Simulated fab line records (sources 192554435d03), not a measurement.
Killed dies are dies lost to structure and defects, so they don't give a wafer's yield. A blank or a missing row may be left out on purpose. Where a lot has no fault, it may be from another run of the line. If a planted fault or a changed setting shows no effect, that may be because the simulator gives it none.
Chamber matching | flow n5 finfet | N5_BEOL_M1_CO_CAP_55 on cvd co-02: 3 sister chambers
The step material Co, precursor CCTBA/H2, target thk 2 nm, time 102.1 s. 6 wafers are shown with their chamber, then 12 later ones without.

WAFERS WITH THEIR CHAMBER
wafer  | chamber | heater power w (W)
L091.1 | 2       | 200
L091.2 | 1       | 303
L091.3 | 0       | 231
L091.4 | 0       | 237
L091.5 | 1       | 306
L091.6 | 2       | 200

WAFERS WHOSE CHAMBER IS MISSING
wafer  | heater power w (W)
L092.1 | 306
L092.2 | 238
L092.3 | 199
L092.4 | 239
L092.5 | 202
L092.6 | 301
L093.3 | 306
L093.4 | 232
L093.6 | 197
L095.2 | 237
L095.3 | 205
L095.4 | 229

WHICH CHAMBER EACH ONE RAN IN
wafer  | from the rows above | in truth
L092.1 | 1                   | 1
L092.2 | 0                   | 0
L092.3 | 2                   | 2
L092.4 | 0                   | 0
L092.5 | 2                   | 2
L092.6 | 1                   | 1
L093.3 | 1                   | 1
L093.4 | 0                   | 0
L093.6 | 2                   | 2
L095.2 | 0                   | 0
L095.3 | 2                   | 2
L095.4 | 0                   | 0
Placed correctly: 12 of 12. Not placeable from these rows: 0. Wrongly placed: 0.
How it was worked out, from the rows above alone: a wafer's distance from a chamber is the root of the sum, over the readings, of the square of ((its reading less the chamber's mean) divided by the reading's scatter). The wafer belongs to the nearest chamber; if the next one is less than 2 further off, it can't be placed. The mean given for a chamber averages the wafers shown for that chamber. How the scatter is found: for the shown wafers, subtract from each reading the mean of its chamber, square and add these, divide the total by (wafers less chambers), then take the root.
